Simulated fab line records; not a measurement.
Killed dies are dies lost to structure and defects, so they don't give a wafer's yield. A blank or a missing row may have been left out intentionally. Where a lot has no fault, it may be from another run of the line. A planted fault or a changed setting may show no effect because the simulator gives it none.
Chamber matching    flow nand harc    rie diel-07 running NHARC_A_STAIRCASE_ETCH_292: 4 sister chambers
The step etches the open film in CF4/CHF3. 18 wafers are shown with their chamber, then 9 later ones without.

## WAFERS WITH THEIR CHAMBER
wafer   chamber  drypump motor current A (A)  showerhead plenum p Torr (Torr)  rf vpp V (V)
L074.2  0        5.3                          1.66                             372.5
L074.4  3        5.7                          1.61                             372.7
L074.6  3        5.7                          1.61                             372.5
L077.2  1        5.9                          1.59                             372.9
L077.4  3        5.7                          1.61                             371.7
L077.5  2        6.3                          1.70                             374.3
L078.1  3        5.7                          1.61                             371.4
L078.5  3        5.7                          1.61                             370.3
L078.6  2        6.3                          1.70                             374.4
L084.2  2        6.3                          1.69                             376.2
L084.3  3        5.7                          1.60                             372.9
L084.5  2        6.3                          1.69                             373.6
L087.1  0        5.3                          1.65                             372.7
L087.5  2        6.3                          1.69                             375.3
L087.6  1        5.9                          1.59                             373.4
L092.2  0        5.3                          1.65                             372.2
L092.4  1        5.8                          1.58                             371.4
L092.6  0        5.3                          1.65                             372.6

SIGNATURES (means of the wafers above)
reading                   chamber 0  chamber 1  chamber 2  chamber 3  scatter within a chamber
drypump motor current A   5.300      5.867      6.300      5.700      0.0218
showerhead plenum p Torr  1.6525     1.5867     1.6940     1.6083     0.00496
rf vpp V                  372.500    372.567    374.760    371.917    0.895
Rule: a wafer's distance from a chamber is the root of the sum, over the readings, of the square of ((its reading less the chamber's mean) divided by the reading's scatter). The wafer belongs to the nearest chamber; if the next one is less than 2 further off, it can't be placed. The scatter is the square root of a quotient: the sum, over the shown wafers, of each reading's squared deviation from its chamber's mean, divided by wafers minus chambers.

## WAFERS MISSING THEIR CHAMBER
wafer   drypump motor current A (A)  showerhead plenum p Torr (Torr)  rf vpp V (V)
L094.2  5.8                          1.58                             371.9
L094.5  5.9                          1.58                             371.1
L094.6  6.3                          1.69                             374.7
L095.1  6.3                          1.69                             373.7
L095.3  5.7                          1.60                             370.6
L095.6  6.3                          1.69                             375.1
L097.3  6.3                          1.68                             374.9
L097.4  5.9                          1.58                             370.6
L097.6  5.3                          1.65                             373.4

## THE CHAMBER EACH PASSED THROUGH
wafer   from the rows above  in truth
L094.2  1                    1
L094.5  1                    1
L094.6  2                    2
L095.1  2                    2
L095.3  3                    3
L095.6  2                    2
L097.3  2                    2
L097.4  1                    1
L097.6  0                    0
Correctly placed: 9 of 9. Can't be placed from these rows: 0. Wrongly placed: 0.
